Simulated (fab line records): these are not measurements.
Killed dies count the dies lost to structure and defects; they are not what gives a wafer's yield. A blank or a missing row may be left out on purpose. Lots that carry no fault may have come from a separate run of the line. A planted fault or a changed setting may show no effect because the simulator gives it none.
fab line records	flow nand-harc	part 2 of 2: steps 5 to 6 of 6
record lots=24	wafers=72	last-day=34
route steps=1302 shown A_BLC@1119 A_BONDPAD@1202
lots that met no fault: from a run of the same line without faults
start-h: hours from the record's opening day to when the first of the lot's shown wafers began	wait-h: time in hours since the lot's previous step	" same as the row above	L1.1+2: several wafers, shown together as one row	- no value, or no start was given	* or withheld: withheld	< > ~ a bound
route shown NAME@n: a module of which the file shows steps, and the number in the route of the first	usual: the fault-free wafers' mean and standard deviation	same: alike in all rows	chamber/n: place in a boat	sites: the reading at each site	_std_site: the values' standard deviation	_edge_site: mean of outer sites minus mean of inner sites	radius-mm: for every site, how far away it sits from the centre of the wafer	mask NAME#n: copy n	behind: the tool/chamber that last shaped the wafer	hold: reason for holding the lot/hours on hold/outcome of the hold	device: transistor that didn't switch, given as n, p or np	end of line: the same wafers' tests at the end of the route	for a step that has no rows: nothing shown but its recipe	killed: at the first sort, the dies lost to defects and structure; wafer yield is something else	map: the dies of a wafer, with x for killed, . for not killed, _ for no die there
set.NAME: the setting that was run; set.NAME@STEP: the one run at that earlier step	model.NAME: the simulator's own value behind a step, which no gauge read
a sample of lots followed through the steps of the route, with each step as a table and each wafer as a row
services: from which hour (start-h, from the record's first day; less than 0 if before it) a tool's chamber was out of use, for how many hours, and why
## steps
# step NHARC_A_BONDPAD_OVL_MEAS_35
# usual overlay-x-nm=-1/6.2	overlay-y-nm=1/5.3
lot.wafer	tool	chamber	start-h	wait-h	overlay-x-nm	overlay-y-nm
L075.1	overlay-02	-	540.57	-	-8	1
L075.2	"	-	"	"	-9	1
L075.5	"	-	"	"	-9	1
L074.3	overlay-01	-	543.29	-	2	-2
L074.5	"	-	"	"	2	-2
L074.6	"	-	"	"	2	-1
L076.2	overlay-01	-	549.20	-	4	0
L076.5	"	-	"	"	4	0
L076.6	"	-	"	"	4	-1
L078.1	overlay-01	-	551.95	-	-2	-1
L078.5	"	-	"	"	-2	-2
L078.6	"	-	"	"	-2	-2
L077.2	overlay-01	-	559.62	-	-8	-6
L077.3	"	-	"	"	-8	-5
L077.5	"	-	"	"	-8	-6
L079.1	overlay-02	-	592.00	-	-14	5
L079.5	"	-	"	"	-14	5
L079.6	"	-	"	"	-14	5
L080.2	overlay-02	-	594.98	-	3	-6
L080.3	"	-	"	"	3	-7
L080.5	"	-	"	"	3	-7
L081.2	overlay-01	-	598.51	-	1	8
L081.3	"	-	"	"	2	8
L081.4	"	-	"	"	2	7
L082.1	overlay-02	-	631.33	-	-5	6
L082.2	"	-	"	"	-4	6
L082.4	"	-	"	"	-4	6
L084.1	overlay-01	-	631.92	-	0	-4
L084.2	"	-	"	"	1	-4
L084.6	"	-	"	"	0	-4
L083.1	overlay-02	-	633.15	-	-9	2
L083.2	"	-	"	"	-9	2
L083.3	"	-	"	"	-9	1
L085.2	overlay-02	-	649.71	-	9	0
L085.3	"	-	"	"	9	0
L085.6	"	-	"	"	9	0
L086.1	overlay-01	-	651.25	-	6	5
L086.2	"	-	"	"	6	5
L086.5	"	-	"	"	6	5
L087.1	overlay-02	-	663.10	-	-1	-2
L087.3	"	-	"	"	-1	-2
L087.6	"	-	"	"	-1	-2
L089.2	overlay-01	-	675.75	-	-1	8
L089.5	"	-	"	"	-1	9
L089.6	"	-	"	"	-1	9
L088.2	overlay-02	-	680.06	-	-3	10
L088.3	"	-	"	"	-3	10
L088.5	"	-	"	"	-3	11
L092.1	overlay-02	-	711.47	-	-13	9
L092.2	"	-	"	"	-13	9
L092.4	"	-	"	"	-13	9
L090.2	overlay-01	-	715.70	-	2	3
L090.5	"	-	"	"	2	2
L090.6	"	-	"	"	2	2
L091.2	overlay-02	-	720.30	-	3	-5
L091.4	"	-	"	"	3	-6
L091.6	"	-	"	"	4	-6
L095.2	overlay-02	-	729.28	-	2	2
L095.5	"	-	"	"	2	2
L095.6	"	-	"	"	2	2
L093.1	overlay-02	-	735.39	-	4	-2
L093.4	"	-	"	"	5	-2
L093.6	"	-	"	"	5	-2
L094.1	overlay-01	-	736.12	-	3	-7
L094.4	"	-	"	"	3	-8
L094.5	"	-	"	"	3	-8
L096.1	overlay-02	-	760.03	-	9	7
L096.3	"	-	"	"	8	7
L096.4	"	-	"	"	8	8
L097.1	overlay-02	-	773.41	-	-6	-3
L097.2	"	-	"	"	-6	-4
L097.5	"	-	"	"	-6	-3
# step NHARC_A_BONDPAD_ETCH_12
# recipe target-depth-a=2200	time-s=110	chf3-flow-sccm=50	o2-flow-sccm=10	ar-flow-sccm=200	rf-w=500	bias-w=200	chemistry=CHF3/O2
# usual bias-w=200.0/0.63	drypump-motor-current-A=5.7/0.57	mfc-ar-sccm=200.0/0.62	oes-product-au=0.946/0.024	rf-vpp-V=371.3/2.7	showerhead-plenum-p-Torr=2.43/0.11	throttle-valve-pct=20.572/0.0092
lot.wafer	tool	chamber	start-h	wait-h	bias-w	drypump-motor-current-A	mfc-ar-sccm	oes-product-au	rf-hours-counter-h	rf-vpp-V	showerhead-plenum-p-Torr	throttle-valve-pct
L075.2	rie-diel-08	0	-	-	201.0	6.0	200.6	0.947	3	367.3	2.27	20.590
L075.1	"	1	"	"	200.0	6.0	200.0	0.937	3	373.8	2.48	20.580
L075.5	"	0	"	"	200.6	6.1	200.2	0.951	-	367.6	2.27	20.569
L074.3	rie-diel-08	1	-	-	199.4	6.0	199.6	0.973	4	371.7	2.48	20.555
L074.5	"	3	"	"	200.4	6.6	200.3	0.962	-	368.3	2.33	20.583
L074.6	"	0	"	"	200.4	6.1	200.9	0.993	-	367.5	2.27	20.575
L076.2	rie-diel-05	2	-	-	199.5	6.5	200.1	0.918	44	367.8	2.23	20.585
L076.6	"	3	"	"	199.4	5.2	199.8	0.938	-	371.8	2.45	20.579
L076.5	"	0	"	"	200.3	5.6	199.1	0.929	-	372.4	2.56	20.582
L078.1	rie-diel-03	1	-	-	199.8	5.3	199.9	0.924	14	366.2	2.23	20.562
L078.6	"	1	"	"	200.7	5.3	199.9	0.920	-	366.5	2.23	20.584
L078.5	"	2	"	"	200.4	5.2	199.8	0.926	-	372.9	2.52	20.561
L077.2	rie-diel-08	1	-	-	199.4	5.9	199.3	0.963	0	374.6	2.47	20.590
L077.3	"	2	"	"	199.7	4.7	199.0	0.963	0	373.3	2.53	20.558
L077.5	"	2	"	"	200.4	4.7	199.6	0.965	-	372.6	2.53	20.567
L079.1	rie-diel-03	3	-	-	199.5	5.7	199.6	0.911	22	370.7	2.47	20.575
L079.5	"	1	"	"	199.7	5.3	199.8	0.928	-	367.9	2.23	20.584
L079.6	"	2	"	"	199.5	5.1	199.5	0.939	-	372.4	2.51	20.566
L080.2	rie-diel-05	2	-	-	201.2	6.5	200.7	0.958	1	377.9	2.60	20.583
L080.3	"	3	"	"	200.4	5.1	199.6	0.985	0	371.9	2.45	20.577
L080.5	"	1	"	"	199.9	5.3	200.5	0.953	-	367.0	2.27	20.576
L081.3	rie-diel-08	1	-	-	199.7	5.9	199.6	0.987	1	372.2	2.47	20.586
L081.4	"	2	"	"	200.9	4.7	200.2	0.985	1	374.6	2.53	20.579
L081.2	"	3	"	"	199.2	6.6	200.0	0.968	1	370.6	2.33	20.566
L082.1	rie-diel-03	0	-	-	200.7	5.6	201.0	0.928	31	373.2	2.50	20.556
L082.2	"	1	"	"	199.3	5.3	200.3	0.926	27	365.8	2.22	20.569
L082.4	"	2	"	"	200.7	5.2	198.9	0.922	27	372.3	2.51	20.559
L084.1	rie-diel-05	2	-	-	199.6	6.4	200.8	0.927	11	373.8	2.59	20.582
L084.2	"	3	"	"	199.7	5.2	199.3	0.945	9	370.9	2.45	20.571
L084.6	"	2	"	"	200.2	6.4	200.6	0.911	-	374.6	2.59	20.570
L083.3	rie-diel-08	0	-	-	199.1	6.1	200.8	0.978	2	368.1	2.27	20.572
L083.2	"	1	"	"	198.8	6.0	200.6	0.973	2	373.3	2.47	20.575
L083.1	"	2	"	"	199.6	4.7	200.7	0.950	2	371.8	2.53	20.580
L085.2	rie-diel-08	2	-	-	199.6	4.8	199.6	0.965	2	372.0	2.53	20.549
L085.3	"	3	"	"	200.4	6.6	200.0	0.956	2	369.9	2.33	20.571
L085.6	"	2	"	"	199.2	4.8	200.5	0.966	-	371.7	2.53	20.593
L086.1	rie-diel-03	1	-	-	201.3	5.3	199.8	0.966	1	374.3	2.60	20.572
L086.2	"	0	"	"	200.8	5.7	199.8	0.939	1	373.4	2.50	20.565
L086.5	"	2	"	"	200.4	5.1	200.6	0.946	-	373.5	2.51	20.557
L087.3	rie-diel-08	3	-	-	200.6	6.6	199.7	0.906	2	367.7	2.33	20.578
L087.1	"	0	"	"	198.7	6.1	200.4	0.926	2	367.5	2.27	20.571
L087.6	"	2	"	"	199.8	4.7	199.5	0.917	-	374.1	2.53	20.575
L089.2	rie-diel-03	3	-	-	200.4	5.6	200.5	0.930	4	372.9	2.46	20.565
L089.6	"	2	"	"	200.6	5.1	200.3	0.932	-	371.6	2.51	20.578
L089.5	"	3	"	"	199.9	5.7	199.8	0.927	-	372.1	2.46	20.568
L088.3	rie-diel-08	3	-	-	199.5	6.6	200.1	0.961	2	370.2	2.33	20.569
L088.2	"	0	"	"	199.7	6.0	200.5	0.956	2	367.6	2.27	20.571
L088.5	"	0	"	"	200.1	6.1	200.0	0.963	-	367.9	2.27	20.583
L092.2	rie-diel-08	2	-	-	199.4	4.8	200.5	0.968	3	372.4	2.53	20.563
L092.4	"	3	"	"	201.0	6.6	199.3	0.968	3	369.4	2.33	20.571
L092.1	"	0	"	"	199.7	6.0	199.6	0.975	4	367.2	2.27	20.555
L090.2	rie-diel-03	1	-	-	200.6	5.3	201.1	0.934	12	375.2	2.59	20.570
L090.5	"	0	"	"	199.4	5.7	199.5	0.917	-	372.8	2.49	20.577
L090.6	"	1	"	"	200.1	5.3	200.5	0.933	-	373.8	2.59	20.559
L091.2	rie-diel-08	3	-	-	199.4	6.6	199.1	0.926	4	368.7	2.33	20.569
L091.4	"	0	"	"	200.2	6.1	199.9	0.932	4	368.1	2.27	20.563
L091.6	"	3	"	"	199.9	6.6	199.8	0.919	-	366.6	2.33	20.584
L095.2	rie-diel-05	3	-	-	199.4	5.2	199.7	0.923	39	370.3	2.44	20.569
L095.6	"	3	"	"	199.1	5.2	199.5	0.924	-	371.6	2.43	20.574
L095.5	"	0	"	"	199.9	5.5	199.2	0.922	-	373.4	2.54	20.570
L093.4	rie-diel-08	3	-	-	200.6	6.6	200.4	0.958	0	369.6	2.33	20.560
L093.1	"	0	"	"	199.7	6.0	201.5	0.973	0	370.9	2.27	20.569
L093.6	"	2	"	"	200.7	4.8	198.5	0.987	-	374.6	2.53	20.565
L094.1	rie-diel-08	0	-	-	199.6	6.1	198.8	0.978	0	366.3	2.27	20.562
L094.4	"	1	"	"	199.5	6.0	200.0	0.976	0	372.9	2.47	20.564
L094.5	"	0	"	"	200.6	6.0	200.5	0.980	-	367.6	2.27	20.572
L096.3	rie-diel-03	1	-	-	200.5	5.3	199.0	0.936	18	375.1	2.59	20.582
L096.4	"	3	"	"	200.7	5.7	199.2	0.923	19	372.6	2.46	20.572
L096.1	"	0	"	"	199.2	5.7	199.5	0.930	20	370.5	2.49	20.577
L097.2	rie-diel-03	1	-	-	199.6	5.3	199.7	0.936	21	374.7	2.59	20.561
L097.1	"	3	"	"	200.3	5.7	200.1	0.928	22	371.1	2.46	20.558
L097.5	"	0	"	"	200.3	5.7	199.2	0.919	-	372.3	2.49	20.571
## services
tool	chamber	start-h	hours	kind
rie-diel-09	1	515.21	2.1	repair
rie-diel-08	-	544.80	9.0	pm
rie-diel-08	3	558.32	8.6	repair
rie-diel-09	1	561.67	5.5	repair
rie-diel-03	-	588.78	0.5	repair
rie-diel-09	-	591.66	0.4	repair
rie-diel-06	2	599.96	11.0	repair
rie-diel-09	3	604.89	21.3	repair
rie-diel-06	-	630.13	11.1	repair
pecvd-04	-	631.35	13.0	pm
rie-diel-09	1	631.41	3.5	repair
rie-diel-09	3	650.43	4.0	repair
rie-diel-08	0	654.98	3.4	repair
rie-diel-06	-	661.20	9.0	pm
rie-diel-08	2	665.65	10.4	repair
pecvd-01	-	673.22	13.0	pm
rie-diel-09	-	674.10	9.0	pm
rie-diel-06	-	699.84	0.4	repair
rie-diel-09	-	701.47	0.4	repair
rie-diel-09	3	704.60	5.7	repair
rie-diel-08	-	721.80	9.0	pm
rie-diel-09	2	751.74	38.9	repair
rie-diel-09	3	767.90	33.7	repair
rie-diel-06	1	768.98	6.4	repair
